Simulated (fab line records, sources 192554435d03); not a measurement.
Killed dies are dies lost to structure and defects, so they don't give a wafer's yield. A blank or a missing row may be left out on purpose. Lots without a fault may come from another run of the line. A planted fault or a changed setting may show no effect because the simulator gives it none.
Chamber matching | flow n5_finfet | N5_BEOL_M14_DESCUM_15 on rie_diel-01: 4 sister chambers
The step chemistry O2, time 7.9 s. 4 wafers are shown with their chamber, then 12 later ones without.

WAFERS WITH THEIR CHAMBER
wafer  | chamber | drypump_motor_current_A (A)
L087.5 | 1       | 6.4
L076.3 | 2       | 5.4
L076.4 | 3       | 5.1
L076.6 | 0       | 6.2

WAFERS WITHOUT THEIR CHAMBER
wafer  | drypump_motor_current_A (A)
L091.2 | 6.2
L091.5 | 6.2
L091.6 | 6.4
L093.2 | 6.4
L093.4 | 6.4
L093.6 | 5.1
L094.1 | 5.4
L094.3 | 6.4
L094.4 | 5.4
L097.1 | 6.5
L097.5 | 5.4
L097.6 | 6.3

WHICH CHAMBER EACH WENT THROUGH
wafer  | from the rows above     | in truth
L091.2 | 0                       | 0
L091.5 | 0                       | 0
L091.6 | 1                       | 1
L093.2 | 1                       | 1
L093.4 | 1                       | 1
L093.6 | 3                       | 3
L094.1 | 2                       | 2
L094.3 | 1                       | 1
L094.4 | 2                       | 2
L097.1 | 1                       | 1
L097.5 | 2                       | 2
L097.6 | can't be placed: 0 or 1 | 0
Placed correctly: 11 of 12. Can't be placed from these rows: 1 (the true chamber is among the candidates in 1). Placed wrongly: 0.
How it was worked out, from the rows above alone: a wafer's distance from a chamber is the root of the sum, over the readings, of the square of ((its reading less the chamber's mean) divided by the reading's scatter). The wafer belongs to the nearest chamber; if the next one is less than 2 further off, it can't be placed. A chamber's mean is the mean of its shown wafers. The scatter: with one shown wafer a chamber, the root of the mean of the squares of how far each hidden wafer lies from its nearest shown one.
